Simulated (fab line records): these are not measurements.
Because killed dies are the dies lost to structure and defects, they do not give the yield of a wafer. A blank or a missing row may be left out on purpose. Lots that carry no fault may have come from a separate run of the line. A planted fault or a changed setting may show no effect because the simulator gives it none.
Chamber matching :: flow n5Finfet :: rieDiel-03 running N5_PMOS_HMC_CHANNEL_EPI_STRIP_33: 4 sister chambers
The step strips in N2/H2. 4 wafers are shown with their chamber, then 10 later ones without.

## EACH WAFER AND ITS CHAMBER
wafer: L083.4
chamber: 2
drypumpMotorCurrentA (A): 6.0

wafer: L083.6
chamber: 1
drypumpMotorCurrentA (A): 4.9

wafer: L088.1
chamber: 0
drypumpMotorCurrentA (A): 5.8

wafer: L088.5
chamber: 3
drypumpMotorCurrentA (A): 5.9

## WAFERS WHOSE CHAMBER IS MISSING
wafer: L088.6
drypumpMotorCurrentA (A): 5.8

wafer: L089.1
drypumpMotorCurrentA (A): 4.9

wafer: L089.2
drypumpMotorCurrentA (A): 6.0

wafer: L089.6
drypumpMotorCurrentA (A): 5.0

wafer: L090.1
drypumpMotorCurrentA (A): 5.8

wafer: L090.4
drypumpMotorCurrentA (A): 4.9

wafer: L090.5
drypumpMotorCurrentA (A): 6.0

wafer: L097.2
drypumpMotorCurrentA (A): 6.0

wafer: L097.4
drypumpMotorCurrentA (A): 5.9

wafer: L097.5
drypumpMotorCurrentA (A): 6.0

## THE CHAMBER EACH PASSED THROUGH
wafer: L088.6
from the rows above: 0
in truth: 0

wafer: L089.1
from the rows above: 1
in truth: 1

wafer: L089.2
from the rows above: 2
in truth: 2

wafer: L089.6
from the rows above: 1
in truth: 1

wafer: L090.1
from the rows above: 0
in truth: 0

wafer: L090.4
from the rows above: 1
in truth: 1

wafer: L090.5
from the rows above: 2
in truth: 2

wafer: L097.2
from the rows above: 2
in truth: 2

wafer: L097.4
from the rows above: 3
in truth: 3

wafer: L097.5
from the rows above: 2
in truth: 2
Correct placement for 10 of the 10. Left unplaced by these rows: 0. Number placed wrongly: 0.
How it was worked out, from the rows above alone: a wafer's distance from a chamber is the root of the sum, over the readings, of the square of ((its reading less the chamber's mean) divided by the reading's scatter). The wafer belongs to the nearest chamber; if the next one is less than 2 further off, it can't be placed. The mean given for a chamber averages the wafers shown for that chamber. The scatter: root of mean squared gap, hidden wafer to nearest shown wafer, with one shown wafer a chamber.
